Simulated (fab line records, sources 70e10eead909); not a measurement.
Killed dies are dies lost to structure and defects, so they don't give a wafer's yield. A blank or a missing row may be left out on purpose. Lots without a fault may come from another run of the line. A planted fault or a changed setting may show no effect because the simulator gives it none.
Chamber matching | flow nand_harc | NHARC_P_M1_STRIP_18 on rie_diel-07: 4 sister chambers
The step strips in N2/H2. 4 wafers are shown with their chamber, then 7 later ones without.

WAFERS WITH THEIR CHAMBER
wafer  | chamber | showerhead_plenum_p_Torr (Torr)
L093.1 | 0       | 1.95
L093.4 | 3       | 2.06
L095.2 | 2       | 2.02
L095.4 | 1       | 2.03

WAFERS WITHOUT THEIR CHAMBER
wafer  | showerhead_plenum_p_Torr (Torr)
L095.6 | 2.02
L095.1 | 1.95
L095.3 | 2.06
L095.5 | 2.04
L096.1 | 2.06
L096.4 | 2.03
L096.6 | 1.95

WHICH CHAMBER EACH WENT THROUGH
wafer  | from the rows above | in truth
L095.6 | 2                   | 2
L095.1 | 0                   | 0
L095.3 | 3                   | 3
L095.5 | 1                   | 1
L096.1 | 3                   | 3
L096.4 | 1                   | 1
L096.6 | 0                   | 0
Placed correctly: 7 of 7. Can't be placed from these rows: 0. Placed wrongly: 0.
How it was worked out, from the rows above alone: a wafer's distance from a chamber is the root of the sum, over the readings, of the square of ((its reading less the chamber's mean) divided by the reading's scatter). The wafer belongs to the nearest chamber; if the next one is less than 2 further off, it can't be placed. A chamber's mean is the mean of its shown wafers. The scatter: with one shown wafer a chamber, the root of the mean of the squares of how far each hidden wafer lies from its nearest shown one.
